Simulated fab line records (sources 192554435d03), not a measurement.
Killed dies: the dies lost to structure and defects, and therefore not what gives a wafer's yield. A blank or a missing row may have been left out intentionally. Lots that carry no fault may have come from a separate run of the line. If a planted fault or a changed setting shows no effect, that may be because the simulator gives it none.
Chamber matching	flow n5Finfet	N5_BEOL_M9_VIA_ETCH_34 on rieDiel-01: 4 sister chambers
The step etches SiCOH lowk in C4F6/O2, target depth 182.4 nm, time 68.4 s. 8 wafers are shown with their chamber, then 9 later ones without.

== WAFERS, EACH WITH ITS CHAMBER ==
wafer	chamber	drypumpMotorCurrentA (A)	showerheadPlenumPTorr (Torr)
L083.6	0	5.1	3.00
L084.2	1	6.0	2.99
L084.3	0	5.1	3.00
L084.6	1	6.0	2.99
L085.5	3	5.4	2.88
L089.1	3	5.4	2.87
L089.2	2	5.6	2.80
L089.5	2	5.5	2.80

== WAFERS WITH NO CHAMBER GIVEN ==
wafer	drypumpMotorCurrentA (A)	showerheadPlenumPTorr (Torr)
L091.2	5.6	2.80
L091.4	5.4	2.87
L091.5	6.0	2.99
L094.2	5.4	2.87
L094.3	5.1	2.99
L094.5	6.0	2.99
L097.1	5.1	2.98
L097.2	5.4	2.87
L097.3	6.0	2.98

== WHICH CHAMBER EACH ONE RAN IN ==
wafer	from the rows above	in truth
L091.2	2	2
L091.4	3	3
L091.5	1	1
L094.2	3	3
L094.3	0	0
L094.5	1	1
L097.1	0	0
L097.2	3	3
L097.3	1	1
Correctly placed: 9 of 9. Can't be placed from these rows: 0. 0 placed wrongly.
How it was worked out, from the rows above alone: a wafer's distance from a chamber is the root of the sum, over the readings, of the square of ((its reading less the chamber's mean) divided by the reading's scatter). The wafer belongs to the nearest chamber; if the next one is less than 2 further off, it can't be placed. A chamber's mean is the mean of its shown wafers. The scatter: take each reading less its chamber's mean, square it, sum over the shown wafers, divide by the number of wafers less the number of chambers, and take the root.
